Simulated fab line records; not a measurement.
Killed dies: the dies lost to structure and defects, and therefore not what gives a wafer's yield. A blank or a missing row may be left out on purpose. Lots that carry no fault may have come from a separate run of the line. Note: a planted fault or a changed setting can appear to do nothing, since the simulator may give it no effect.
Matching of chambers -- flow nand-harc -- NHARC_A_SLIT_ETCH_29 on rie-diel-13: 4 sister chambers
The step etches the open film in CF4/O2, target depth 100 nm, overetch 10 nm, time 55 s. 20 wafers are shown with their chamber, then 10 later ones without.

WAFERS WITH THEIR CHAMBER
wafer,chamber,drypump-motor-current-A (A),showerhead-plenum-p-Torr (Torr),rf-vpp-V (V)
L074.3,2,4.8,1.28,195.1
L074.4,3,5.8,1.36,198.3
L074.5,0,5.7,1.38,198.6
L077.1,3,5.8,1.36,198.5
L077.2,1,5.9,1.34,196.8
L077.6,0,5.7,1.38,198.1
L080.3,1,5.9,1.34,198.1
L080.4,0,5.7,1.38,199.3
L080.5,1,5.9,1.34,198.8
L088.2,1,5.9,1.33,197.7
L088.4,3,5.8,1.36,199.1
L088.5,0,5.7,1.38,199.3
L086.1,3,5.8,1.36,199.1
L086.2,1,5.9,1.33,198.4
L086.4,0,5.7,1.38,199.3
L089.1,1,5.9,1.33,197.7
L089.3,2,4.9,1.28,196.2
L089.4,3,5.8,1.36,198.0
L092.3,3,5.8,1.36,196.9
L092.4,1,5.9,1.33,197.8

SIGNATURES, as means of the wafers listed above
reading,chamber 0,chamber 1,chamber 2,chamber 3,scatter within a chamber
drypump-motor-current-A,5.700,5.900,4.850,5.800,0.0177
showerhead-plenum-p-Torr,1.3800,1.3343,1.2800,1.3600,0.00327
rf-vpp-V,198.920,197.900,195.650,198.317,0.688
Rule: for each reading, subtract the chamber's mean from the wafer's reading, divide by that reading's scatter and square the result; add these up over the readings and take the root, which gives the wafer's distance from the chamber. The wafer belongs to the nearest chamber; if the next one is less than 2 further off, it can't be placed. The scatter is the square root of a quotient: the sum, over the shown wafers, of each reading's squared deviation from its chamber's mean, divided by wafers minus chambers.

WAFERS MISSING THEIR CHAMBER
wafer,drypump-motor-current-A (A),showerhead-plenum-p-Torr (Torr),rf-vpp-V (V)
L092.6,5.8,1.36,200.1
L094.2,5.8,1.36,198.3
L094.3,4.9,1.28,196.8
L094.4,5.7,1.38,197.9
L095.1,5.7,1.38,197.8
L095.2,4.9,1.28,197.4
L095.4,5.9,1.33,198.1
L096.1,5.8,1.38,199.1
L096.3,4.9,1.28,196.0
L096.5,5.7,1.38,200.2

THE CHAMBER EACH PASSED THROUGH
wafer,from the rows above,in truth
L092.6,3,3
L094.2,3,3
L094.3,2,2
L094.4,0,0
L095.1,0,0
L095.2,2,2
L095.4,1,1
L096.1,can't be placed: 0 or 3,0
L096.3,2,2
L096.5,0,0
Placed correctly: 9 of 10. Can't be placed from these rows: 1 (the true chamber is among the candidates in 1). Wrongly placed: 0.
